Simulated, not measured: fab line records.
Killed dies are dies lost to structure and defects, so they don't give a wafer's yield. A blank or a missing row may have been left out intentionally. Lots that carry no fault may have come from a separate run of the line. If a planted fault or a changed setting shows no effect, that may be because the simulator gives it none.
Which tool was responsible? -- flow nand-harc -- 39 wafers from 13 lots sampled at 5 of the route's 1159 steps

== WHAT THE GAUGES SHOWED, per wafer ==
NHARC_END_SORT_01. Usual: killed-at-array 31, standard deviation 12; killed-at-other 0.6, standard deviation 0.85; killed-at-periphery 3.0, standard deviation 2.3; killed-dies 35, standard deviation 12; killed-open 3.2, standard deviation 1.9; killed-short 1.8, standard deviation 1.4.
lot,measured,on,killed-at-array,killed-at-other,killed-at-periphery,killed-dies,killed-open,killed-short,flag
L619,day 19 21:23,prober-02,39 30 30,0 0 0,2 1 1,41 31 31,3 3 1,3 1 3,
L624,day 21 23:18,prober-01,34 40 32,0 1 0,2 3 2,36 44 34,4 2 4,2 1 0,
L635,day 24 00:21,prober-01,124 113 105,0 0 1,6 3 4,130 116 110,5 4 6,2 0 1,OFF
L633,day 24 12:55,prober-02,103 97 112,0 0 0,5 9 5,108 106 117,1 2 6,1 2 3,OFF

== WHICH TOOL RAN EACH LOT (tool, then ch and the chambers of the sampled wafers, then the start) ==
lot,NHARC_A_CONTACT_STRIP_82,NHARC_THIN_TSV_STRIP_45,NHARC_THIN_TSV_ANNEAL_52,NHARC_THIN_TSV_ETCH_36
L615,"rie-diel-06 ch 0,1,2, day 16 13:40","plasma-asher-01 ch 0,1, day 18 16:14","rtp-anneal-02 ch 0, day 18 19:05","rie-metal-02 ch 0,1, day 18 21:27"
L618,"rie-diel-06 ch 0,2,3, day 17 02:53","plasma-asher-01 ch 0,1, day 18 23:18","rtp-anneal-01 ch 0, day 19 02:25","rie-metal-02 ch 0, day 19 05:06"
L620,"rie-diel-13 ch 0,2,3, day 17 06:24","plasma-asher-02 ch 0,1, day 19 00:30","rtp-anneal-02 ch 0, day 19 03:55","rie-metal-01 ch 0,1, day 19 06:16"
L619,"rie-diel-05 ch 0,1, day 17 07:05","plasma-asher-01 ch 0,1, day 19 01:55","rtp-anneal-01 ch 0, day 19 04:49","rie-metal-02 ch 0, day 19 07:32"
L621,"rie-diel-05 ch 0,2,3, day 18 11:26","plasma-asher-02 ch 0,1, day 20 02:47","rtp-anneal-02 ch 0, day 20 05:44","rie-metal-03 ch 0,1, day 20 08:04"
L622,"rie-diel-06 ch 0,1,3, day 18 23:11","plasma-asher-02 ch 0,1, day 21 06:27","rtp-anneal-02 ch 0, day 21 09:19","rie-metal-03 ch 0,1, day 21 11:49"
L624,"rie-diel-13 ch 1,2,3, day 19 03:26","plasma-asher-02 ch 0,1, day 21 08:05","rtp-anneal-01 ch 0, day 21 11:01","rie-metal-03 ch 0,1, day 21 13:22"
L626,"rie-diel-06 ch 0,2,3, day 19 15:59","plasma-asher-01 ch 0,1, day 21 14:30","rtp-anneal-02 ch 0, day 21 17:31","rie-metal-03 ch 0,1, day 21 19:52"
L630,"rie-diel-06 ch 0,1,2, day 20 16:26","plasma-asher-01 ch 0,1, day 22 16:19","rtp-anneal-02 ch 0, day 22 19:17","rie-metal-02 ch 0,1, day 22 21:34"
L631,"rie-diel-06 ch 1,2, day 20 22:18","plasma-asher-01 ch 0,1, day 23 01:06","rtp-anneal-02 ch 0, day 23 04:19","rie-metal-01 ch 0,1, day 23 06:49"
L636,"rie-diel-13 ch 0,1,2, day 21 10:24","plasma-asher-01 ch 0,1, day 23 10:14","rtp-anneal-01 ch 0, day 23 15:02","rie-metal-03 ch 0,1, day 23 17:26"
L635,"rie-diel-06 ch 0,2,3, day 21 15:58","plasma-asher-02 ch 0,1, day 23 09:05","rtp-anneal-02 ch 0, day 23 12:00","rie-metal-02 ch 0,1, day 23 14:27"
L633,"rie-diel-06 ch 2,3, day 22 03:44","plasma-asher-01 ch 0,1, day 23 18:50","rtp-anneal-02 ch 0, day 23 21:45","rie-metal-03 ch 0,1, day 24 00:07"
- NHARC_A_CONTACT_STRIP_82: strips in O2.
- NHARC_THIN_TSV_STRIP_45: strips in O2.
- NHARC_THIN_TSV_ANNEAL_52: time 90 s.
- NHARC_THIN_TSV_ETCH_36: etches the open film in Cl2/BCl3, target depth 65 nm, time 18.571 s.

== AS READ BY THE TOOLS THEMSELVES (means over the sampled wafers that have a number; for cases with no such wafer, the mark the record gives instead) ==
NHARC_A_CONTACT_STRIP_82. Usual: drypump-motor-current-A 5.8 A, standard deviation 0.54; oes-product-au 0.999 a.u., standard deviation 0.0074; rf-vpp-V 57.7 V, standard deviation 0.87; showerhead-plenum-p-Torr 3.55 Torr, standard deviation 0.15; throttle-valve-pct 17.037 %, standard deviation 0.0096.
lot,tool,drypump-motor-current-A (A),oes-product-au (a.u.),rf-vpp-V (V),showerhead-plenum-p-Torr (Torr),throttle-valve-pct (%),flag
L615,rie-diel-06,5.3,0.995,57.1,3.49,17.037,
L618,rie-diel-06,5.7,0.994,57.5,3.62,17.034,
L620,rie-diel-13,6.0,1.002,58.3,3.65,17.044,
L619,rie-diel-05,6.0,0.991,58.3,3.71,17.043,
L621,rie-diel-05,6.0,0.992,57.3,3.59,17.044,
L622,rie-diel-06,5.8,1.004,57.8,3.48,17.039,
L624,rie-diel-13,6.1,0.998,57.3,3.52,17.040,
L626,rie-diel-06,5.7,1.001,58.3,3.61,17.035,
L630,rie-diel-06,5.2,1.005,58.1,3.48,17.033,
L631,rie-diel-06,5.2,1.004,57.9,3.55,17.030,
L636,rie-diel-13,6.0,1.001,58.3,3.57,17.038,
L635,rie-diel-06,5.6,0.991,57.6,3.60,17.038,
L633,rie-diel-06,6.1,1.005,58.3,3.67,17.040,

NHARC_THIN_TSV_STRIP_45. Usual: drypump-motor-current-A 5.8 A, standard deviation 0.49; heater-power-w 333 W, standard deviation 24.
lot,tool,drypump-motor-current-A (A),heater-power-w (W),flag
L615,plasma-asher-01,5.6,323,
L618,plasma-asher-01,5.6,324,
L620,plasma-asher-02,6.0,331,
L619,plasma-asher-01,5.6,328,
L621,plasma-asher-02,6.0,333,
L622,plasma-asher-02,5.6,319,
L624,plasma-asher-02,6.0,333,
L626,plasma-asher-01,5.6,337,
L630,plasma-asher-01,5.9,347,
L631,plasma-asher-01,5.6,335,
L636,plasma-asher-01,5.6,341,
L635,plasma-asher-02,6.0,335,
L633,plasma-asher-01,5.6,335,

NHARC_THIN_TSV_ANNEAL_52. Usual: wafer_temp_C_max 226.6, standard deviation 0.38.
lot,tool,wafer_temp_C_max,flag
L615,rtp-anneal-02,226.6,
L618,rtp-anneal-01,226.2,
L620,rtp-anneal-02,226.7,
L619,rtp-anneal-01,226.3,
L621,rtp-anneal-02,226.9,
L622,rtp-anneal-02,226.5,
L624,rtp-anneal-01,226.4,
L626,rtp-anneal-02,227.0,
L630,rtp-anneal-02,227.0,
L631,rtp-anneal-02,226.8,
L636,rtp-anneal-01,226.6,
L635,rtp-anneal-02,227.2,
L633,rtp-anneal-02,227.2,

NHARC_THIN_TSV_ETCH_36. Usual: drypump-motor-current-A 5.32 A, standard deviation 0.16; oes-product-au 1.000 a.u., standard deviation 0.0076.
lot,tool,drypump-motor-current-A (A),oes-product-au (a.u.),flag
L615,rie-metal-02,5.14,0.991,
L618,rie-metal-02,5.42,0.993,
L620,rie-metal-01,5.11,0.997,
L619,rie-metal-02,5.42,0.996,
L621,rie-metal-03,5.38,1.001,
L622,rie-metal-03,5.37,1.007,
L624,rie-metal-03,5.37,1.001,
L626,rie-metal-03,5.38,1.006,
L630,rie-metal-02,5.14,0.992,
L631,rie-metal-01,5.13,0.991,
L636,rie-metal-03,5.38,1.006,
L635,rie-metal-02,5.15,0.997,
L633,rie-metal-03,5.44,1.008,

== THE ANSWER, worked out from the rows above alone ==
Rule: a lot is off if the mean of its wafers that have a number lies more than 3 standard deviations from the usual mean. A lot without any number at a reading at which 4 lots or more have one is off too. Any other lot the step has rows for is counted as sound. First the gauges in route order, then the tools' own readings, where a lot's mean is used as printed above. The first step at which some lot is off is used, and at that step the reading that is off furthest; a lot without a number counts as furthest.
Off: L635, L633 (NHARC_END_SORT_01, killed-dies). Neither off nor sound, because the step has no rows for them: L615, L618, L620, L621, L622, L626, L630, L631, L636.
If a tool, at a process step before that reading, ran all the lots that are off and no sound lot after the first of them, it fits. Gauges at NHARC_END_SORT_01: tried the same way as those tools. Can't be told from this: 2 tools fit, rie-diel-06 at NHARC_A_CONTACT_STRIP_82, rtp-anneal-02 at NHARC_THIN_TSV_ANNEAL_52.

== WHAT HAD BEEN PUT IN BY THE SIMULATOR ==
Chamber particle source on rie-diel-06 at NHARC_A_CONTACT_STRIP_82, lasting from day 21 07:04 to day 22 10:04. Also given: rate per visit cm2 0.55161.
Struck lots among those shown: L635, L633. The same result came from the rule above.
